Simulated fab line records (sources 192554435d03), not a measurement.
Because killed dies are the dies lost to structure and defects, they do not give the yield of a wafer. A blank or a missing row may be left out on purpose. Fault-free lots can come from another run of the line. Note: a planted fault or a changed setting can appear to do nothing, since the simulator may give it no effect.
Matching of chambers    flow n5 finfet    3 sister chambers for N5_BEOL_M13_DEP_53 on pecvd-04
The step deposits SiCN from 3MS/NH3, target thk 50 nm, time 17.8 s. 20 wafers are shown with their chamber, then 10 later ones without.

## EACH WAFER AND ITS CHAMBER
wafer   chamber  showerhead plenum p Torr (Torr)  throttle valve pct (%)
L075.1  1        4.117                            19.0
L075.4  0        4.145                            18.5
L075.5  2        4.162                            17.3
L077.1  2        4.160                            16.9
L077.2  1        4.121                            19.0
L077.3  0        4.143                            18.8
L077.4  2        4.166                            17.1
L077.5  1        4.117                            19.1
L077.6  0        4.142                            18.5
L081.1  1        4.121                            19.1
L081.2  0        4.140                            18.2
L081.6  0        4.154                            18.5
L089.1  0        4.131                            18.7
L089.2  1        4.111                            19.2
L089.5  1        4.118                            18.5
L091.1  2        4.168                            17.5
L091.2  1        4.122                            18.7
L091.3  0        4.136                            18.3
L091.4  0        4.148                            18.5
L091.5  2        4.166                            17.2

SIGNATURES, as means of the wafers listed above
reading                   chamber 0  chamber 1  chamber 2  scatter within a chamber
showerhead plenum p Torr  4.14237    4.11814    4.16440    0.0053
throttle valve pct        18.500     18.943     17.200     0.222
Rule: for a wafer and a chamber, the distance is found by dividing, reading by reading, the gap between the wafer's reading and the chamber's mean by the reading's scatter, squaring, summing and taking the root. If the next closest chamber is less than 2 further off than the closest, the wafer can't be placed; otherwise it belongs to the closest. How the scatter is found: for the shown wafers, subtract from each reading the mean of its chamber, square and add these, divide the total by (wafers less chambers), then take the root.

## WAFERS WITH NO CHAMBER GIVEN
wafer   showerhead plenum p Torr (Torr)  throttle valve pct (%)
L091.6  4.115                            19.0
L087.1  4.163                            17.4
L087.2  4.132                            18.3
L087.3  4.130                            18.9
L087.4  4.109                            18.9
L087.5  4.145                            18.7
L087.6  4.152                            17.5
L088.1  4.118                            19.1
L088.5  4.123                            19.1
L088.6  4.148                            18.6

## CHAMBER TAKEN BY EACH
wafer   from the rows above      in truth
L091.6  1                        1
L087.1  2                        2
L087.2  can't be placed: 0 or 1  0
L087.3  can't be placed: 1 or 0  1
L087.4  1                        1
L087.5  0                        0
L087.6  2                        2
L088.1  1                        1
L088.5  1                        1
L088.6  0                        0
8 of 10 placed correctly. Cannot be placed on the basis of these rows: 2; the candidates contain the true chamber in 2. Number placed wrongly: 0.
